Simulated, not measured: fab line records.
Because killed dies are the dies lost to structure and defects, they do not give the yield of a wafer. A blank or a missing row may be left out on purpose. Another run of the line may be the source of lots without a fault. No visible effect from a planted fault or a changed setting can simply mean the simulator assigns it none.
What tool caused it? :: flow n5Finfet :: 12 lots, 36 wafers sampled, at 3 steps of a route of 1938

WHAT EACH GAUGE READ, for each wafer
N5_BEOL_M5_INSPECT_30: inspects for defects (brightfield).
lot: L075
measured: day 8 18:32
on: defectInspect-02
rawDefectCount: 459 363 376

lot: L076
measured: day 9 02:00
on: defectInspect-02
rawDefectCount: 368 368 314

lot: L079
measured: day 9 10:19
on: defectInspect-01
rawDefectCount: 416 470 427

lot: L080
measured: day 10 03:00
on: defectInspect-01
rawDefectCount: 348 417 329

lot: L083
measured: day 10 08:34
on: defectInspect-01
rawDefectCount: 404 687 539

lot: L085
measured: day 11 01:01
on: defectInspect-02
rawDefectCount: 453 539 258

lot: L086
measured: day 11 06:53
on: defectInspect-01
rawDefectCount: 569 538 536

lot: L089
measured: day 12 05:08
on: defectInspect-01
rawDefectCount: 462 417 649

lot: L091
measured: day 12 16:14
on: defectInspect-01
rawDefectCount: 325 431 352

lot: L093
measured: day 12 16:24
on: defectInspect-02
rawDefectCount: 452 303 274

lot: L095
measured: day 13 15:37
on: defectInspect-02
rawDefectCount: 445 478 490

lot: L097
measured: day 13 18:36
on: defectInspect-02
rawDefectCount: 535 404 445

WHAT TOOL EACH LOT RAN ON (gives the tool, then ch and the chambers of the sampled wafers, and finally the start)
lot: L075
N5_BEOL_M5_CURE_79: uvCure-03 ch 2, day 8 15:35
N5_BEOL_M5_PECVD_70: pecvd-02 ch 0,2, day 8 16:08

lot: L076
N5_BEOL_M5_CURE_79: uvCure-02 ch 2, day 8 22:44
N5_BEOL_M5_PECVD_70: pecvd-01 ch 0,1,2, day 8 23:04

lot: L079
N5_BEOL_M5_CURE_79: uvCure-02 ch 1, day 9 04:23
N5_BEOL_M5_PECVD_70: pecvd-04 ch 0,1, day 9 04:56

lot: L080
N5_BEOL_M5_CURE_79: uvCure-03 ch 2, day 9 23:40
N5_BEOL_M5_PECVD_70: pecvd-01 ch 0,1, day 10 01:02

lot: L083
N5_BEOL_M5_CURE_79: uvCure-02 ch 1, day 10 03:17
N5_BEOL_M5_PECVD_70: pecvd-04 ch 0,1,2, day 10 03:46

lot: L085
N5_BEOL_M5_CURE_79: uvCure-01 ch 0, day 10 21:31
N5_BEOL_M5_PECVD_70: pecvd-01 ch 0,1, day 10 22:04

lot: L086
N5_BEOL_M5_CURE_79: uvCure-01 ch 1, day 11 03:32
N5_BEOL_M5_PECVD_70: pecvd-04 ch 2, day 11 04:01

lot: L089
N5_BEOL_M5_CURE_79: uvCure-01 ch 0, day 11 23:20
N5_BEOL_M5_PECVD_70: pecvd-01 ch 0,1, day 11 23:53

lot: L091
N5_BEOL_M5_CURE_79: uvCure-01 ch 2, day 12 07:46
N5_BEOL_M5_PECVD_70: pecvd-04 ch 0,2, day 12 08:14

lot: L093
N5_BEOL_M5_CURE_79: uvCure-03 ch 1, day 12 11:38
N5_BEOL_M5_PECVD_70: pecvd-02 ch 0,2, day 12 12:06

lot: L095
N5_BEOL_M5_CURE_79: uvCure-03 ch 2, day 13 09:22
N5_BEOL_M5_PECVD_70: pecvd-04 ch 1,2, day 13 10:14

lot: L097
N5_BEOL_M5_CURE_79: uvCure-01 ch 2, day 13 14:38
N5_BEOL_M5_PECVD_70: pecvd-02 ch 1,2, day 13 15:02
- N5_BEOL_M5_CURE_79: cures SiCOH lowk, time 240 s.
- N5_BEOL_M5_PECVD_70: deposits SiO2 from TEOS/O2, target thk 16 nm, time 18 s.

THE ANSWER, worked out from the rows above alone
Rule: the usual values come from the lots themselves. Put in order of their means at a reading, lots are off if they are a third of the lots or fewer, leave a main group of 4 or more, and stand apart from it by a gap of 3 or more times the standard deviation of the main group's means; of several such gaps the widest counts. The tables above print the reading to a certain number of digits; a main group whose means all agree to those digits is not used. A lot without any number at a reading at which 4 lots or more have one is off too. The other lots that the step has rows for count as sound.
None of the lots is off at any reading shown; this tells nothing.

WHAT THE SIMULATOR HAD INSERTED
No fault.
